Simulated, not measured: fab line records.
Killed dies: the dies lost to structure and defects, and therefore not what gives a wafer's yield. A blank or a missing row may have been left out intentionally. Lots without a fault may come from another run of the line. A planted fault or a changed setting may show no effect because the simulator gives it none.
fab line records    flow n5_finfet
[record] lots = 5  wafers = 12  last_day = 18
route steps=1938 shown BEOL_M12@1616 BEOL_M15@1830 PASSIVATION@1936
lots that met no fault: from a run of the same line without faults
start_h: the number of hours between the record's first day and the start of the first shown wafer of the lot    wait_h: time in hours since the lot's previous step    " repeats the value in the row above    L1.1+2: a single row standing in for several wafers    - value missing, or start not given    * or withheld: withheld    < > ~ a bound
route shown NAME@n: a module of which the file shows steps, and the number in the route of the first    usual: mean/standard deviation of fault-free wafers    same: alike in all rows    chamber/n: place in a boat    sites: per-site readings    _std_site: standard deviation of those values    _edge_site: the outer-site mean with the inner-site mean subtracted    radius_mm: for every site, how far away it sits from the centre of the wafer    mask NAME#n: copy n    behind: the tool/chamber that last shaped the wafer    hold: reason for holding the lot/hours on hold/outcome of the hold    device: names the non-switching transistor (n, p or np)    end of line: tests of these same wafers at the route's end    where a step has no rows: the recipe by itself    killed: not the wafer's yield, but the dies lost to structure and defects at the first sort    map: a wafer's dies, marking killed ones x, the rest . and places with no die _
set.NAME: the setting the step ran with; set.NAME@STEP: the setting that earlier step ran with    model.NAME: the simulator's own value behind a step, which no gauge read
lots seen at some steps along the route; tables by step, rows by wafer
services: a tool's chamber out of use, with start hour (start_h, from the record's first day; less than 0 if before it), hours out, and reason
[[steps]]
[step N5_BEOL_M12_ETCH_59]
[recipe] chemistry = N2/H2  target = BARC  target_depth_a = 890  overetch_a = 267  time_s = 67.9  ion_energy_ev = 200  pressure_mtorr = 30  source_w = 840  bias_w = 150  n2_flow_sccm = 200  h2_flow_sccm = 200
[step N5_BEOL_M12_VIA_ETCH_16]
[recipe] chemistry = C4F8/O2/Ar  target = SiOC  pressure_mtorr = 30  source_w = 3000  bias_w = 700  Ar_flow_sccm = 400  C4F8_flow_sccm = 15  O2_flow_sccm = 8  he_inner_torr = 15  he_outer_torr = 30  target_depth_a = 7248  time_s = withheld  ion_energy_ev = 250  ends = cleared
[step N5_BEOL_M12_STRIP_63]
[recipe] chemistry = N2/H2  power_w = 1000  temp_c = 250  h2_frac = 0.65  overash_fraction = 0.3  pressure_mtorr = 1000  n2_flow_sccm = 1750  h2_flow_sccm = 3250
[step N5_BEOL_M12_STRIP_64]
[recipe] chemistry = N2/H2  power_w = 1000  temp_c = 250  h2_frac = 0.65  overash_fraction = 0.3  pressure_mtorr = withheld  n2_flow_sccm = 1750  h2_flow_sccm = 3250
[step N5_BEOL_M12_STRIP_71]
[recipe] chemistry = post_etch_residue_remover  time_s = 60  temp_c = 25  remover_ph = withheld  remover_water_wt_pct = withheld  remover_fluoride_wt_pct = withheld
[step N5_BEOL_M12_SRD_72]
[recipe] time_s = 30  temp_c = 23  rinse_liquid = diw  dry = n2_spin  spin_rpm = 1500  dry_time_s = 30
[step N5_BEOL_M12_COAT_65]
[recipe] resist = SOC  temp_c = 250  time_s = 60  spin_rpm = 1500  resist_thk_nm = 300
[step N5_BEOL_M12_COAT_66]
[recipe] resist = SiARC  temp_c = 220  time_s = 60  spin_rpm = 1500  resist_thk_nm = 110
[step N5_BEOL_M12_COAT_22]
[recipe] spin_rpm = 2888  resist_thk_nm = 300
[step N5_BEOL_M12_EBR_24]
[recipe] solvent = PGMEA  ebr_width_mm = 1.5
[step N5_BEOL_M12_SOFTBAKE_23]
[recipe] temp_c = 130  time_s = 60
[step N5_BEOL_M12_EXPOSE_25]
[recipe] mask_id = M12  na = 0.93  source_shape = conventional  sigma_outer = 0.4  polarization = unpolarized  dose_mj = 21.8
lot.wafer   tool            chamber  start_h  wait_h  mask
L845.1+5+6  krf_scanner-01  0        274.34   -       M12#0
L854.4+6    krf_scanner-01  0        312.63   -       M12#0
L853.4+6    krf_scanner-01  0        317.79   -       M12#0
L855.1+6    krf_scanner-01  0        335.02   -       M12#0
L862.1+4+6  krf_scanner-02  0        374.82   -       M12#0
[step N5_BEOL_M12_PEB_26]
[recipe] peb_temp_c = 130  peb_time_s = 90
[step N5_BEOL_M12_DEVELOP_27]
[recipe] develop_time_s = 45  rinse_liquid = diw  dry = air_spin  dev_temp_c = 21
[step N5_BEOL_M12_HARDBAKE_32]
[recipe] temp_c = 130  time_s = 120
[step N5_BEOL_M12_CD_MEAS_28]
[recipe] target_cd_nm = 160.2  landing_energy_ev = 500  detector = se_inlens  polarity = opening
[usual] cd_nm = 159.3/1
lot.wafer  tool       chamber  start_h  wait_h  cd_nm
L845.1     cd_sem-01  0        274.51   -       160.6
L845.5     "          0        "        "       157.7
L845.6     "          0        "        "       159.8
L854.4     cd_sem-01  0        312.79   -       159.6
L854.6     "          0        "        "       169.9
L853.4     cd_sem-02  0        317.95   -       161.6
L853.6     "          0        "        "       172.9
L855.1     cd_sem-02  0        335.19   -       159.4
L855.6     "          0        "        "       169.1
L862.1     cd_sem-02  0        374.99   -       159.7
L862.4     "          0        "        "       160.0
L862.6     "          0        "        "       159.0
[step N5_BEOL_M12_DESCUM_33]
[recipe] chemistry = O2  time_s = 7.9  source_power_w = 50  bias_power_w = 20  pressure_mtorr = 20  rf_frequency_hz = 2.712e+07  temp_c = 40  o2_flow_sccm = 225
[step N5_BEOL_M12_ETCH_67]
[recipe] chemistry = CF4  target = SiARC  target_depth_a = 1430  time_s = 238.3  ion_energy_ev = 80  pressure_mtorr = 40  source_w = 545  bias_w = 36  Ar_flow_sccm = 100  cf4_flow_sccm = 100  ends = cleared
[step N5_BEOL_M12_ETCH_68]
[recipe] chemistry = N2/H2  target = SOC  mask_material = SiARC  source_w = 3000  bias_w = 350  temp_c = 40  time_s = 285  ion_energy_ev = 200  pressure_mtorr = 30  n2_flow_sccm = 200  h2_flow_sccm = 200
[step N5_BEOL_M12_STRIP_69]
[recipe] chemistry = N2/H2  temp_c = 40  n2_flow_sccm = 200  h2_flow_sccm = 200  rf_frequency_hz = 6e+07
[step N5_BEOL_M12_TRENCH_ETCH_34]
[recipe] chemistry = C4F8/O2/Ar  target = SiOC  target_depth_a = 3189.5  mask_material = SOC  pressure_mtorr = 30  source_w = 3000  bias_w = 700  Ar_flow_sccm = 400  C4F8_flow_sccm = 15  O2_flow_sccm = 8  he_inner_torr = 15  he_outer_torr = 30  time_s = 125.5  ion_energy_ev = 250
[step N5_BEOL_M12_STRIP_70]
[recipe] chemistry = C4F8/O2/Ar  resist = SiARC  rf_frequency_hz = 6e+07
[step N5_BEOL_M12_STRIP_37]
[recipe] chemistry = N2/H2  power_w = 1000  temp_c = 250  h2_frac = 0.65  overash_fraction = 0.3  pressure_mtorr = withheld  n2_flow_sccm = 1750  h2_flow_sccm = 3250
[step N5_BEOL_M12_ETCH_38]
[recipe] chemistry = CF4/N2  target = SiCN  target_depth_a = 687  taper_deg = 2  time_s = 73.4  ion_energy_ev = 150  mask_material = SiO2  pressure_mtorr = 40  source_w = 430  bias_w = 70  Ar_flow_sccm = 100  cf4_flow_sccm = 60  n2_flow_sccm = 60
[step N5_BEOL_M12_PRECLEAN_39]
[recipe] chemistry = residue_remover  time_s = 60  temp_c = 40
[step N5_BEOL_M12_SRD_40]
[recipe] time_s = 30  temp_c = 23  rinse_liquid = diw  dry = n2_spin  spin_rpm = 1500  dry_time_s = 30
[step N5_BEOL_M12_DEGAS_41]
[recipe] ambient = vacuum  temp_c = 250  time_s = 60
[step N5_BEOL_M12_PRE_CLEAN_42]
[recipe] gas = H2/He  time_s = 30  temp_c = 250
[step N5_BEOL_M12_SPUTTER_43]
[recipe] material = TaN  target_thk_a = 150  temp_c = 50  bias_v = 168.6  power_w = 15000  chamber_pressure_pa = 0.12  time_s = 24.19
[step N5_BEOL_M12_SPUTTER_44]
[recipe] material = Ta  target_thk_a = 100  temp_c = 50  bias_v = 80  power_w = 15000  chamber_pressure_pa = 0.07  time_s = 16.13
[step N5_BEOL_M12_SPUTTER_45]
[recipe] material = Cu  target_thk_a = 800  temp_c = -20  bias_v = 60  power_w = 26000  chamber_pressure_pa = 0.13  time_s = 13.33
[step N5_BEOL_M12_ECD_47]
[recipe] material = Cu  target_thk_a = 7200
[step N5_BEOL_M12_ANNEAL_48]
[recipe] temp_c = 225  time_s = 90  ambient = N2
[step N5_BEOL_M12_CMP_49]
[recipe] stop_on = SiOC  t_overpolish_s = 20.6  down_force_psi = 1  platen_rpm = 50  clearing_platen_down_force_psi = 1.5  clearing_platen_rpm = 50  post_cmp_clean = cu_alkaline  target_thk_nm = 320  clearing_platen_pad_velocity_m_s = 0.99484  pad_velocity_m_s = 0.99484
[step N5_BEOL_M12_PRE_CLEAN_52]
[recipe] gas = NH3  time_s = 15  temp_c = withheld  rf_power_w = 300
[step N5_BEOL_M12_DEP_53]
[recipe] material = SiCN  target_thk_a = 300  temp_c = withheld  precursor = 3MS/NH3  pressure_torr = 3  rf_w = 675  time_s = 10.5
[step N5_BEOL_M15_RC_MEAS_101]
[usual] COMB_M10 = 1.4e-11/3.2e-12  COMB_M11 = 1.31e-11/2.6e-12  COMB_M12 = 5.3e-12/1.3e-12  COMB_M13 = 3.5e-12/1.1e-12  COMB_M14 = 2.5e-12/9.2e-13  COMB_M15 = 1.4e-12/7.1e-13  COMB_M15_max_site = 2.5e-12/1e-12  COMB_M5 = 3.4e-11/7.9e-12  COMB_M6 = 2.4e-11/5.1e-12  COMB_M7 = 2.3e-11/4.9e-12  COMB_M8 = 2.4e-11/5.6e-12  COMB_M9 = 1.4e-11/3e-12  SERP_M10 = 3.02/0.057  SERP_M11 = 3.07/0.061  SERP_M12 = 0.638/0.011  SERP_M12_max_site = 0.652/0.013  SERP_M13 = 0.311/0.0054  SERP_M14 = 0.1589/0.0025  SERP_M5 = 39.4/1.5  SERP_M5_max_site = 41.3/1.7  SERP_M6 = 13.7/0.44  SERP_M7 = 13.8/0.39  SERP_M8 = 13.6/0.43  SERP_M9 = 3.07/0.057
lot.wafer  tool       chamber  start_h  wait_h  COMB_M10[S/m]  COMB_M11[S/m]  COMB_M12[S/m]  COMB_M13[S/m]  COMB_M14[S/m]  COMB_M15[S/m]  COMB_M15_max_site[S/m]  COMB_M5[S/m]  COMB_M6[S/m]  COMB_M7[S/m]  COMB_M8[S/m]  COMB_M9[S/m]  SERP_M10[ohm/um]  SERP_M11[ohm/um]  SERP_M12[ohm/um]  SERP_M12_max_site[ohm/um]  SERP_M13[ohm/um]  SERP_M14[ohm/um]  SERP_M5[ohm/um]  SERP_M5_max_site[ohm/um]  SERP_M6[ohm/um]  SERP_M7[ohm/um]  SERP_M8[ohm/um]  SERP_M9[ohm/um]
L845.1     prober-02  0        297.11   0.0     1.6e-11        1.25e-11       9.5e-12        4.2e-12        3.1e-12        2.5e-12        3.5e-12                 3.5e-11       2e-11         2.2e-11       1.6e-11       1.2e-11       2.99              3.03              0.633             0.642                      0.311             0.1634            37.9             39.7                      13.8             13.9             13.8             3.14
L845.5     "          0        "        "       1.8e-11        1.03e-11       5.9e-12        5.2e-12        2.4e-12        2.3e-12        4e-12                   3.1e-11       1.7e-11       2.1e-11       1.7e-11       9e-12         3.06              3.05              0.648             0.661                      0.310             0.1652            38.6             40.0                      13.3             14.0             13.2             3.10
L845.6     "          0        "        "       1e-11          1.56e-11       4.9e-12        4.5e-12        3.1e-12        1.1e-12        1.7e-12                 3.5e-11       2e-11         2.1e-11       1.8e-11       1.2e-11       2.96              3.00              0.629             0.640                      0.315             0.1656            40.4             41.3                      13.6             13.6             13.2             3.14
L854.4     prober-01  0        335.78   0.5     1.1e-11        1.13e-11       4.6e-12        3e-12          1.9e-12        1e-12          1.9e-12                 4e-11         2.9e-11       2.4e-11       2.2e-11       1.9e-11       2.98              3.03              0.655             0.666                      0.300             0.1593            38.6             41.0                      14.2             13.9             13.4             3.14
L854.6     "          0        "        "       1.6e-11        1.33e-11       5.1e-12        2e-12          1.2e-12        5e-13          1.8e-12                 3.4e-11       2.6e-11       3.2e-11       2.5e-11       1.8e-11       3.04              3.06              0.578             0.586                      0.306             0.1587            40.1             42.0                      13.6             13.6             13.6             3.11
L853.4     prober-01  0        339.83   0.5     9e-12          1.09e-11       3.3e-12        2.4e-12        2.6e-12        1.1e-12        2.2e-12                 3.3e-11       1.5e-11       2.3e-11       1.9e-11       8e-12         3.04              2.90              0.613             0.636                      0.315             0.1586            38.6             39.9                      13.6             13.9             13.5             3.06
L853.6     "          0        "        "       1.1e-11        1.22e-11       4.9e-12        3.6e-12        2.4e-12        1.2e-12        1.8e-12                 4.9e-11       2e-11         3.1e-11       1.9e-11       1.7e-11       2.97              3.06              0.549             0.561                      0.317             0.1572            37.1             40.6                      13.2             13.5             13.3             3.07
L855.1     prober-02  0        358.14   0.0     1.5e-11        1.24e-11       4.8e-12        3.6e-12        3e-12          1.7e-12        2.9e-12                 4.3e-11       2e-11         2.5e-11       2.6e-11       1.5e-11       3.03              3.10              0.626             0.643                      0.304             0.1615            39.3             40.7                      14.0             12.9             13.4             3.12
L855.6     "          0        "        "       1.9e-11        1.57e-11       3.9e-12        5.5e-12        2.6e-12        1.9e-12        2.7e-12                 4.2e-11       2.1e-11       2.9e-11       2.8e-11       1.2e-11       2.97              2.99              0.570             0.579                      0.307             0.1624            40.0             42.1                      14.1             14.1             14.0             3.14
L862.1     prober-01  0        411.26   0.0     1.2e-11        1.23e-11       5.7e-12        2.7e-12        2.3e-12        1e-12          1.9e-12                 2.2e-11       2.8e-11       1.8e-11       4.2e-11       1e-11         3.00              3.12              0.639             0.651                      0.308             0.1602            41.7             44.1                      13.7             14.5             13.4             3.09
L862.4     "          0        "        "       1.1e-11        1.28e-11       7.3e-12        3.3e-12        2.4e-12        2.5e-12        3e-12                   3e-11         2.5e-11       2.3e-11       3.8e-11       8e-12         2.98              3.11              0.651             0.667                      0.307             0.1577            39.9             40.5                      13.4             14.6             13.0             3.00
L862.6     "          0        "        "       1.2e-11        1.22e-11       5.8e-12        1.4e-12        2e-12          8e-13          1.6e-12                 2.1e-11       3.2e-11       1.8e-11       3.5e-11       8e-12         3.00              3.11              0.640             0.655                      0.314             0.1596            41.6             43.1                      14.2             13.8             13.3             3.07
// sites SERP_M12 radius_mm=0,75,75,75,75,140,140,140,140
L845.1 0.618 0.641 0.633 0.642 0.632 0.634 0.631 0.630 0.633
L854.4 0.655 0.645 0.656 0.666 0.655 0.639 0.659 0.660 0.648
L853.4 0.608 0.625 0.603 0.603 0.607 0.629 0.613 0.622 0.636
L855.1 0.607 0.610 0.626 0.633 0.620 0.637 0.643 0.620 0.642
L862.1 0.627 0.651 0.637 0.639 0.651 0.644 0.632 0.622 0.646
[step N5_PASSIVATION_PROBE_49]
[usual] defect_limited_yield = 91.2/1.4  killed_at_M0_to_M3 = 35/11  killed_at_M4_up = 12/4.2  killed_at_contacts = 13/5.6  killed_at_front_end = 40/12  killed_at_other = 3.3/2.6  killed_dies = 103/17  killed_open = 68/12  killed_short = 34/7.6  sort_bin_5_function = 5.1/0.95  sort_bin_6_memory = 3.3/0.68  sort_n_pass = 1077/17  sort_yield_pct = 91.2/1.4
[same] gross_dies = 1180  killed_at_back_side = 0  sort_bin_4_leakage[%] = 0  sort_bin_8_speed[%] = 0
lot.wafer  tool       chamber  start_h  wait_h  defect_limited_yield[%]  killed_at_M0_to_M3  killed_at_M4_up  killed_at_contacts  killed_at_front_end  killed_at_other  killed_dies  killed_open  killed_short  sort_bin_5_function[%]  sort_bin_6_memory[%]  sort_n_pass  sort_yield_pct[%]
L854.6     prober-01  -        349.38   0.3     90.3                     59                  14               3                   36                   3                115          60           52            4.6                     4.1                   1065         90.3
L853.6     prober-02  -        356.00   0.3     90.0                     33                  11               18                  52                   4                118          77           39            6.0                     3.3                   1062         90.0
// killed by level:class
L854.6 BEOL_M0_SAQP:geometric_particle:short=19 BEOL_M1:geometric_particle:open=11 BEOL_M0_SAQP:geometric_particle:open=9 STI_FIN_REVEAL:geometric_particle:open=7 BEOL_M4:geometric_particle:open=7 FIN_SAQP:geometric_particle:short=6 BEOL_M1:geometric_particle:short=6 BEOL_M3:geometric_particle:open=6
L853.6 MOL_CONTACT_COAG:geometric_particle:open=16 FIN_SAQP:geometric_particle:open=14 BEOL_M0_SAQP:geometric_particle:open=10 FIN_SAQP:geometric_particle:short=9 BEOL_M0_SAQP:geometric_particle:short=7 BEOL_M2:geometric_particle:open=7 STI_FIN_REVEAL:geometric_particle:open=5 BEOL_M1:geometric_particle:open=5
[[services]]
tool            chamber  start_h  hours  kind
krf_scanner-01  -        257.76   1.0    pm
krf_scanner-02  -        295.81   0.8    pm
krf_scanner-02  -        297.18   3.6    pm
krf_scanner-02  -        303.18   1.0    pm
krf_scanner-02  -        309.57   1.3    pm
krf_scanner-02  0        313.83   -      calibration
krf_scanner-01  -        357.03   0.8    pm
krf_scanner-01  0        362.66   -      calibration
[[key]]
[first_sign] step = N5_BEOL_M12_CD_MEAS_28  reading = cd_nm  direction = up  sigmas = 11  usual = 159.3  struck = 170.6
[effect] step = N5_BEOL_M15_RC_MEAS_101  reading = SERP_M12  direction = down  sigmas = 6.4  usual = 0.638  struck = 0.566
met_at N5_BEOL_M12_EXPOSE_25
struck_wafers L853.6,L854.6,L855.6
onset_between 274.34 312.63
[fault] kind = process_parameter_drift  tool = krf_scanner-01  chamber = -  onset_h = 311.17  steps = N5_BEOL_M12_EXPOSE_25  channel = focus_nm  offset = 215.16  shape = step  end_h = 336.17  scope = struck_wafers_only
